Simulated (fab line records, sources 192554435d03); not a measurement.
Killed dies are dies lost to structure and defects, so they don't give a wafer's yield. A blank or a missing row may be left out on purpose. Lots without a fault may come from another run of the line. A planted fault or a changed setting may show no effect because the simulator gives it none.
Chamber matching | flow n5_finfet | N5_BEOL_M6_CMP_52 on cmp-04: 4 sister chambers
The step polishes, stops on SiCOH lowk, t overpolish 6.9 s, target thk 80 nm. 14 wafers are shown with their chamber, then 7 later ones without.

WAFERS WITH THEIR CHAMBER
wafer  | chamber | time_to_endpoint_s (s) | motor_current_A (A) | overpolish_run_s (s)
L078.1 | 1       | 67                     | 5.8                 | 6.897
L078.5 | 1       | 67                     | 5.8                 | 6.893
L078.6 | 2       | 69                     | 6.1                 | 6.912
L081.1 | 3       | 74                     | 6.0                 | 6.877
L081.2 | 2       | 66                     | 5.9                 | 6.908
L081.5 | 1       | 72                     | 5.5                 | 6.875
L082.3 | 3       | 71                     | 6.0                 | 6.903
L082.4 | 1       | 69                     | 6.1                 | 6.886
L082.6 | 2       | 72                     | 6.1                 | 6.903
L087.1 | 3       | 70                     | 6.2                 | 6.904
L087.4 | 2       | 70                     | 6.3                 | 6.893
L087.5 | 3       | 72                     | 5.9                 | 6.925
L093.1 | 2       | 61                     | 6.3                 | 6.890
L093.4 | 0       | 64                     | 5.8                 | 6.910

SIGNATURES (means of the wafers above)
reading            | chamber 0 | chamber 1 | chamber 2 | chamber 3 | scatter within a chamber
time_to_endpoint_s | 64.00     | 68.75     | 67.60     | 71.75     | 3.14
motor_current_A    | 5.800     | 5.800     | 6.140     | 6.025     | 0.184
overpolish_run_s   | 6.91000   | 6.88775   | 6.90120   | 6.90225   | 0.0134
Rule: a wafer's distance from a chamber is the root of the sum, over the readings, of the square of ((its reading less the chamber's mean) divided by the reading's scatter). The wafer belongs to the nearest chamber; if the next one is less than 2 further off, it can't be placed. The scatter: the root of (the sum of the squares of (reading less its chamber's mean) over the shown wafers, divided by (wafers less chambers)).

WAFERS WITHOUT THEIR CHAMBER
wafer  | time_to_endpoint_s (s) | motor_current_A (A) | overpolish_run_s (s)
L093.6 | 60                     | 6.1                 | 6.909
L094.2 | 66                     | 5.7                 | 6.916
L094.4 | 66                     | 6.2                 | 6.894
L094.5 | 68                     | 6.0                 | 6.896
L096.1 | 66                     | 6.1                 | 6.894
L096.4 | 68                     | 5.8                 | 6.910
L096.5 | 65                     | 5.4                 | 6.900

WHICH CHAMBER EACH WENT THROUGH
wafer  | from the rows above               | in truth
L093.6 | can't be placed: 0 or 2 or 1 or 3 | 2
L094.2 | can't be placed: 0 or 1 or 2 or 3 | 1
L094.4 | can't be placed: 2 or 3 or 1 or 0 | 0
L094.5 | can't be placed: 2 or 1 or 3 or 0 | 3
L096.1 | can't be placed: 2 or 1 or 3 or 0 | 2
L096.4 | can't be placed: 0 or 1 or 3 or 2 | 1
L096.5 | can't be placed: 0 or 1 or 3 or 2 | 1
Placed correctly: 0 of 7. Can't be placed from these rows: 7 (the true chamber is among the candidates in 7). Placed wrongly: 0.
